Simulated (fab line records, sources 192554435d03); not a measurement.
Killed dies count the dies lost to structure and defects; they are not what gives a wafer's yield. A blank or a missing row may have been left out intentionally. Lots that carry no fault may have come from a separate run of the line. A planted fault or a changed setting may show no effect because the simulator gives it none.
Chamber matching ; flow n5_finfet ; N5_BEOL_M10_CMP_52 on cmp-03 has 4 sister chambers
The step polishes, stops on SiCOH lowk, t overpolish 7 s, target thk 140 nm. 8 wafers are shown with their chamber, then 9 later ones without.

## WAFERS PAIRED WITH THEIR CHAMBERS
wafer;chamber;motor_current_A (A);time_to_endpoint_s (s)
L076.1;3;6.4;72
L087.5;2;6.9;66
L088.1;1;5.2;66
L088.4;0;6.6;65
L088.5;3;6.1;70
L089.1;0;6.4;65
L089.4;1;5.0;66
L089.6;2;7.3;74

## WAFERS WITH NO CHAMBER GIVEN
wafer;motor_current_A (A);time_to_endpoint_s (s)
L090.3;5.2;61
L090.4;6.8;58
L090.6;7.1;65
L094.2;5.1;61
L094.3;7.2;63
L094.6;5.2;59
L096.4;4.9;64
L096.5;6.5;67
L096.6;7.4;67

## EACH ONE'S CHAMBER
wafer;from the rows above;in truth
L090.3;1;1
L090.4;can't be placed: 0 or 2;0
L090.6;can't be placed: 2 or 0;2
L094.2;1;1
L094.3;can't be placed: 2 or 0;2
L094.6;1;1
L096.4;1;1
L096.5;can't be placed: 0 or 3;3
L096.6;2;2
Correctly placed: 5 of 9. Can't be placed from these rows: 4 (the true chamber is among the candidates in 4). Placed wrongly: 0.
How it was worked out, from the rows above alone: a wafer's distance from a chamber is the root of the sum, over the readings, of the square of ((its reading less the chamber's mean) divided by the reading's scatter). The wafer belongs to the nearest chamber; if the next one is less than 2 further off, it can't be placed. A chamber's mean is the mean of its shown wafers. The scatter: take each reading less its chamber's mean, square it, sum over the shown wafers, divide by the number of wafers less the number of chambers, and take the root.
